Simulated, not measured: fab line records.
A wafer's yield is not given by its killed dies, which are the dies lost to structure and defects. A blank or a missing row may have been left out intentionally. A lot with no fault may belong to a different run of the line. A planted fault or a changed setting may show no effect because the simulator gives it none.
Split-lot trial ; flow n5Finfet ; 7 lots, 39 wafers read, on a route of 1938 steps

ON THE SPLIT
At N5_SPACER0_ALD_07 (deposits SiNx, target thk 2 nm), the setting targetThkA was moved away from the recipe's 20 angstrom on 15 of the 39 wafers read, by -48.6% to +49.6%. For the rest of the wafers, this setting stayed at what the recipe calls for.

The split's own step is where the reading is taken.

THE READING
SiNx_of_SPACER0_ALD_07.thkNm (the simulator's own value, which no gauge read), in nm, at N5_SPACER0_ALD_07 (deposits SiNx, target thk 2 nm). There is no usual value for it anywhere in the file.

wafer;tool, chamber at the split;targetThkA as run, angstrom;against the recipe;SiNx_of_SPACER0_ALD_07.thkNm, nm;against lot-mates on the recipe
L074.1;aldSin-04, 3,0,3;29.93;+49.6%;3;+1.0
L074.4;aldSin-04, 3,0,3;29.93;+49.6%;3;+1.0
L074.6;aldSin-04, 3,0,3;29.93;+49.6%;3;+1.0
L074.2;aldSin-04, 1,2,2;20;recipe;2;-
L074.3;aldSin-04, 1,2,2;20;recipe;2;-
L074.5;aldSin-04, 1,2,2;20;recipe;2;-
L081.1;aldSin-04, 3,0,3;23.12;+15.6%;2.4;+0.4
L081.4;aldSin-04, 3,0,3;23.12;+15.6%;2.4;+0.4
L081.6;aldSin-04, 3,0,3;23.12;+15.6%;2.4;+0.4
L081.2;aldSin-04, 1,2,0;20;recipe;2;-
L081.3;aldSin-04, 1,2,0;20;recipe;2;-
L081.5;aldSin-04, 1,2,0;20;recipe;2;-
L084.1;aldSin-01, 0,3,1;16.3;-18.5%;1.6;-0.4
L084.2;aldSin-01, 0,3,1;16.3;-18.5%;1.6;-0.4
L084.4;aldSin-01, 0,3,1;16.3;-18.5%;1.6;-0.4
L084.3;aldSin-01, 2,3,0;20;recipe;2;-
L084.5;aldSin-01, 2,3,0;20;recipe;2;-
L084.6;aldSin-01, 2,3,0;20;recipe;2;-
L085.1;aldSin-03, 1,3,0;10.29;-48.6%;1;-1.0
L085.3;aldSin-03, 1,3,0;10.29;-48.6%;1;-1.0
L085.6;aldSin-03, 1,3,0;10.29;-48.6%;1;-1.0
L085.2;aldSin-03, 0,2,1;20;recipe;2;-
L085.4;aldSin-03, 0,2,1;20;recipe;2;-
L085.5;aldSin-03, 0,2,1;20;recipe;2;-
L090.1;aldSin-03, 2,1,2;20;recipe;2;-
L090.3;aldSin-03, 2,1,2;20;recipe;2;-
L090.5;aldSin-03, 2,1,2;20;recipe;2;-
L095.1;aldSin-01, 0,2,3;12.66;-36.7%;1.2;-0.8
L095.2;aldSin-01, 0,2,3;12.66;-36.7%;1.2;-0.8
L095.4;aldSin-01, 0,2,3;12.66;-36.7%;1.2;-0.8
L095.3;aldSin-01, 1,3,0;20;recipe;2;-
L095.5;aldSin-01, 1,3,0;20;recipe;2;-
L095.6;aldSin-01, 1,3,0;20;recipe;2;-
L096.1;aldSin-01, 0,3,1,2,1,0;20;recipe;2;-
L096.2;aldSin-01, 0,3,1,2,1,0;20;recipe;2;-
L096.3;aldSin-01, 0,3,1,2,1,0;20;recipe;2;-
L096.4;aldSin-01, 0,3,1,2,1,0;20;recipe;2;-
L096.5;aldSin-01, 0,3,1,2,1,0;20;recipe;2;-
L096.6;aldSin-01, 0,3,1,2,1,0;20;recipe;2;-
Where a row lists several chambers, the file gives one row for several wafers and doesn't say which wafer went through which chamber.

THE FIT
A straight line over all 39 wafers: SiNx_of_SPACER0_ALD_07.thkNm changes by +0.0209 nm for each +1% of targetThkA; r = +1.00; the points scatter about the line by 0.026 nm.
The same after taking each lot's own level away (the mean of its wafers on the recipe; 39 wafers): +0.0209 nm for each +1%; r = +1.00; scatter 0.026 nm.
According to that fit, moving targetThkA by its largest amount changes the reading by 1 nm.
The lots' own levels span 2.00 to 2.00 nm.
Hence the lot-to-lot level has little effect on the slope; both slopes agree.
Check: for one of the wafers moved furthest among these (+49.6%), held out of the fit, the line's prediction against its lot-mates is +1.05 nm. Against them it came out at +1 nm.

THE OTHER SPLITS THESE WAFERS WENT THROUGH
Note: prior to the reading, these wafers also went through further splits. Each is held against what the fit with the lots' levels taken away leaves over:
other split on the same wafers;wafers away from the commonest value;r with SiNx_of_SPACER0_ALD_07.thkNm (lot level and that fit taken away)
N5_FIN_SAQP_HM_DEP_72 timeS;12;+0.18

FILE'S OWN FIT
SiNx_of_SPACER0_ALD_07.thkNm changes by +0.0209 nm for each +1% of targetThkA, r = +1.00.
